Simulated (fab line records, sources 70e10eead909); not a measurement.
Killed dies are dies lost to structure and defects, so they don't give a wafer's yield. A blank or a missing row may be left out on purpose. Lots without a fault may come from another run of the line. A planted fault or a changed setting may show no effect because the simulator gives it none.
A struck lot beside a sound one | flow nand_harc | 15 steps out of a route of 1159
Sound: wafers L111.2, L111.3, L111.4. Struck: wafer L106.1. (L106.4, L106.5 of the same lot were not struck and are left out.) The cause comes at the end.
At each step with rows: each side's tool, then ch and its chambers, then its first start. Under that, the readings that differ: sound wafers | struck wafers | difference of the means | sigmas: that difference in standard deviations of wafers without a fault.
alike: readings whose means differ by less than 2 such deviations, and words and numbers that are the same on both sides. not compared: withheld readings, readings that some wafer has no value for, bounds like >300 that may hide the same value, and numbers for which the record gives no deviation and whose values overlap.
The two part at a step that has a row with sigmas, a row that says differs or no value, or rows on one side only. Numbers that don't overlap but have no deviation are shown without sigmas and don't part them. A reading that every wafer of one side lacks parts them only if that side has two wafers or more.

NHARC_A_CHANNEL_HOLE_D1_CD_MEAS_30:
  sound on cd_sem-02, day 13 10:03; struck on cd_sem-01, day 12 15:49
  alike: cd_nm
NHARC_A_CHANNEL_HOLE_D1_XSEM_31:
  sound on xsem-01 ch 0, day 13 10:08; struck on xsem-01 ch 0, day 12 15:53
  alike: bot_cd_nm, bow_nm, tilt_deg
NHARC_A_CHANNEL_HOLE_D1_INSPECT_40:
  sound on defect_inspect-02, day 13 10:14; struck on defect_inspect-01, day 12 15:59
  alike: raw_defect_count
then, 2 steps without rows for these wafers: NHARC_A_CHANNEL_FILL_D1_PRECLEAN_00 (cleans in SC1); NHARC_A_CHANNEL_FILL_D1_SRD_01.
NHARC_A_CHANNEL_FILL_D1_ALD_02: deposits SiO2, target thk 6 nm, pulse time 10 s, ald cycles 60.
  sound on ald_hk-03 ch 0,2,3, day 13 10:27; struck on ald_hk-04 ch 0, day 12 16:53
  alike: heater_power_w, precursor_pulse_height_rel
then, 1 step without rows for these wafers: NHARC_A_CHANNEL_FILL_D1_ALD_03 (deposits SiNx, target thk 6 nm, pulse time 60 s, ald cycles 58).
NHARC_A_CHANNEL_FILL_D1_ALD_14: deposits SiO2, target thk 2.5 nm, pulse time 10 s, ald cycles 25.
  sound on ald_hk-01 ch 1,2,3, day 13 17:25; struck on ald_hk-01 ch 2, day 12 23:44
  alike: heater_power_w, precursor_pulse_height_rel
NHARC_A_CHANNEL_FILL_D1_ALD_15: deposits SiNx, target thk 2 nm, pulse time 60 s, ald cycles 19.
  sound on ald_sin_batch-01 ch 0; struck on ald_sin_batch-01 ch 0
  alike: precursor_pulse_height_rel
NHARC_A_CHANNEL_FILL_D1_ALD_16: deposits SiO2, target thk 1.5 nm, pulse time 10 s, ald cycles 15.
  sound on ald_hk-03 ch 0,2,3, day 13 22:36; struck on ald_hk-01 ch 1, day 13 04:58
  reading                    | sound             | struck | difference | sigmas
  precursor_pulse_height_rel | 0.968 0.988 0.989 | 1.031  | +0.049     | +3
  alike: heater_power_w
then, 2 steps without rows for these wafers: NHARC_A_CHANNEL_FILL_D1_ANNEAL_17 (time 1800 s); NHARC_A_CHANNEL_FILL_D1_CVD_18 (deposits poly-Si, target thk 3 nm).
NHARC_A_CHANNEL_FILL_D1_ETCHBACK_19: etches the open film in HBr/Cl2, target depth 5 nm, time 1.7 s.
  sound on rie_si-05 ch 0,2,3, day 14 10:20; struck on rie_si-02 ch 2, day 13 16:58
  reading                | sound             | struck | difference | sigmas
  oes_product_au (a.u.)  | 1.001 1.010 1.011 | 1.329  | +0.322     | +42
  rf_hours_counter_h (h) | 0.7 0.8 0.6       | 0.9    | +0.2       |
  alike: drypump_motor_current_A, he_backside_leak_sccm, throttle_valve_pct
then, 2 steps without rows for these wafers: NHARC_A_CHANNEL_FILL_D1_ETCHBACK_20 (etches the open film in C4F8/O2/Ar, target depth 27 nm, time 13.5 s); NHARC_END_SORT_01.

WHERE THEY PART
First at NHARC_A_CHANNEL_FILL_D1_ALD_16; last, within this record, at NHARC_A_CHANNEL_FILL_D1_ETCHBACK_19.

WHY: what the simulator had put in
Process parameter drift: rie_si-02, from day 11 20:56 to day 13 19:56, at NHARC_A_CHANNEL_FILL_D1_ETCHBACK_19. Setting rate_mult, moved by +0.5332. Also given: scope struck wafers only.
